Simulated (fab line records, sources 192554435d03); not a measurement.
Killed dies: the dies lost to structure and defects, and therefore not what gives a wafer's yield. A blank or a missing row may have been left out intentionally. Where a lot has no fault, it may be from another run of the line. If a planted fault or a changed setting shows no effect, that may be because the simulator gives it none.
Chamber matching ; flow n5-finfet ; N5_BEOL_M9_ETCH_62 on rie-diel-05: 4 sister chambers
The step etches SOC in N2/H2, target depth 110 nm, overetch 22 nm, time 165 s. 20 wafers are shown with their chamber, then 10 later ones without.

== WAFERS PAIRED WITH THEIR CHAMBERS ==
wafer;chamber;drypump-motor-current-A (A);throttle-valve-pct (%);showerhead-plenum-p-Torr (Torr)
L077.2;1;5.2;18.31;2.54
L077.3;0;5.8;17.90;2.44
L077.4;2;6.3;18.17;2.54
L079.1;1;5.2;18.32;2.54
L079.4;2;6.3;18.17;2.54
L079.6;3;4.7;17.85;2.51
L080.1;1;5.2;18.34;2.54
L080.4;3;4.7;17.84;2.51
L080.5;1;5.2;18.33;2.53
L081.1;0;5.9;17.91;2.44
L081.4;2;6.3;18.19;2.54
L081.5;3;4.7;17.83;2.51
L083.3;3;4.7;17.85;2.51
L083.4;2;6.3;18.18;2.54
L083.6;1;5.2;18.32;2.53
L084.2;1;5.2;18.33;2.53
L084.3;3;4.7;17.85;2.51
L084.5;3;4.7;17.84;2.51
L085.3;3;4.7;17.85;2.50
L085.4;1;5.2;18.34;2.53

SIGNATURES (means of the wafers above)
reading;chamber 0;chamber 1;chamber 2;chamber 3;scatter within a chamber
drypump-motor-current-A;5.850;5.200;6.300;4.700;0.0177
throttle-valve-pct;17.9050;18.3271;18.1775;17.8443;0.00948
showerhead-plenum-p-Torr;2.4400;2.5343;2.5400;2.5086;0.00401
Rule: for each reading, subtract the chamber's mean from the wafer's reading, divide by that reading's scatter and square the result; add these up over the readings and take the root, which gives the wafer's distance from the chamber. The wafer belongs to the nearest chamber; if the next one is less than 2 further off, it can't be placed. The scatter: take each reading less its chamber's mean, square it, sum over the shown wafers, divide by the number of wafers less the number of chambers, and take the root.

== WAFERS MISSING THEIR CHAMBER ==
wafer;drypump-motor-current-A (A);throttle-valve-pct (%);showerhead-plenum-p-Torr (Torr)
L085.5;4.7;17.86;2.50
L089.3;5.2;18.35;2.53
L089.5;5.9;17.93;2.44
L089.6;5.2;18.35;2.53
L095.3;4.7;17.90;2.50
L095.4;5.9;17.94;2.43
L095.6;4.7;17.90;2.50
L096.2;6.3;18.23;2.53
L096.4;5.8;17.96;2.43
L096.6;6.3;18.24;2.53

== CHAMBER TAKEN BY EACH ==
wafer;from the rows above;in truth
L085.5;3;3
L089.3;1;1
L089.5;0;0
L089.6;1;1
L095.3;3;3
L095.4;0;0
L095.6;3;3
L096.2;2;2
L096.4;0;0
L096.6;2;2
Correct placement for 10 of the 10. From these rows, 0 cannot be placed. Placed wrongly: 0.
